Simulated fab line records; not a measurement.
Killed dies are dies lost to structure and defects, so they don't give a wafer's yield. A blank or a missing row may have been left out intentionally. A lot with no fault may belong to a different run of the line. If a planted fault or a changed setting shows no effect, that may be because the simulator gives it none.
Check of tool commonality | flow nandHarc | 2 lots, 6 wafers sampled

== WHAT PROMPTED THE OPENING ==
Flagged at NHARC_END_SORT_01: reading killedAtArray, on 2 of 2 lots. Wafers without a fault read 27, standard deviation 11.
Rule: flag the lot when none of its wafers has a number, or when each of its wafers that has one lies beyond 4 standard deviations from that mean. The other lots count as sound.

lot  | measured     | on        | killedAtArray, wafer by wafer | flag
L783 | day 20 16:35 | prober-02 | 669 667 675                   | FLAGGED
L782 | day 21 00:01 | prober-01 | 674 674 677                   | FLAGGED
Average over the flagged lots: 673; offset from the usual +646, equal to +59 standard deviations.

== LOT BY LOT: THE TOOL USED ==
The record holds 4 process steps before the reading, out of a route of 1159 steps. Each cell gives the tool, then ch followed by the chambers the sampled wafers passed through, then the start.
lot  | flag    | NHARC_A_STAIRCASE_ETCH_225                   | NHARC_A_STAIRCASE_TRIM_229        | NHARC_A_STAIRCASE_ETCH_230        | NHARC_A_STAIRCASE_TRIM_231
L783 | FLAGGED | rieDiel-06 ch 1,2,3, day 12 16:31 or earlier | rieDiel-02 ch 0,1,3, day 12 16:31 | rieDiel-02 ch 0,3, day 12 16:41   | rieDiel-02 ch 0,2,3, day 20 16:35 or earlier
L782 | FLAGGED | rieDiel-02 ch 1,2, day 12 08:02 or earlier   | rieDiel-02 ch 0,1, day 12 08:02   | rieDiel-02 ch 0,1,2, day 12 08:13 | rieDiel-02 ch 2,3, day 21 00:01 or earlier
What these steps do:
- NHARC_A_STAIRCASE_ETCH_225: etches the open film in C4F8/O2, target depth 100 nm, time 40.5 s.
- NHARC_A_STAIRCASE_TRIM_229: chemistry O2, time 211.2 s.
- NHARC_A_STAIRCASE_ETCH_230: etches the open film in C4F8/O2, target depth 100 nm, time 40.5 s.
- NHARC_A_STAIRCASE_TRIM_231: chemistry O2, time 211.2 s.
- NHARC_END_SORT_01

== FLAGGED OVER TOTAL, TOOL BY TOOL (the gauges that took the reading come last) ==
step                       | tool       | lots run | flagged | share of the flagged lots | sound lots run after its first flagged lot
NHARC_A_STAIRCASE_ETCH_225 | rieDiel-02 | 1        | 1       | some                      | 0
NHARC_A_STAIRCASE_ETCH_225 | rieDiel-06 | 1        | 1       | some                      | 0
NHARC_A_STAIRCASE_TRIM_229 | rieDiel-02 | 2        | 2       | all                       | 0
NHARC_A_STAIRCASE_ETCH_230 | rieDiel-02 | 2        | 2       | all                       | 0
NHARC_A_STAIRCASE_TRIM_231 | rieDiel-02 | 2        | 2       | all                       | 0
NHARC_END_SORT_01          | prober-01  | 1        | 1       | some                      | 0
NHARC_END_SORT_01          | prober-02  | 1        | 1       | some                      | 0
NHARC_A_STAIRCASE_ETCH_225: start missing for some lots; hours and lot order therefore follow NHARC_A_STAIRCASE_TRIM_229. NHARC_A_STAIRCASE_TRIM_231: start missing for some lots; hours and lot order therefore follow NHARC_END_SORT_01.

== WHAT THE TABLE ALLOWS ==
rieDiel-02 at NHARC_A_STAIRCASE_TRIM_229, rieDiel-02 at NHARC_A_STAIRCASE_ETCH_230 and rieDiel-02 at NHARC_A_STAIRCASE_TRIM_231: these 3 rows of the table ran every flagged lot.
- rieDiel-02 at NHARC_A_STAIRCASE_TRIM_229 ran 2 lots, 2 of them flagged. With no sound lot run before its first flagged lot in this sample, there is nothing to narrow down the start.
- rieDiel-02 at NHARC_A_STAIRCASE_ETCH_230 ran 2 lots, 2 of them flagged. With no sound lot run before its first flagged lot in this sample, there is nothing to narrow down the start.
- rieDiel-02 at NHARC_A_STAIRCASE_TRIM_231 ran 2 lots, 2 of them flagged. With no sound lot run before its first flagged lot in this sample, there is nothing to narrow down the start.
Just one tool remains: rieDiel-02 at NHARC_A_STAIRCASE_TRIM_229 and NHARC_A_STAIRCASE_ETCH_230 and NHARC_A_STAIRCASE_TRIM_231.

== WHAT WAS PUT IN BY THE SIMULATOR ==
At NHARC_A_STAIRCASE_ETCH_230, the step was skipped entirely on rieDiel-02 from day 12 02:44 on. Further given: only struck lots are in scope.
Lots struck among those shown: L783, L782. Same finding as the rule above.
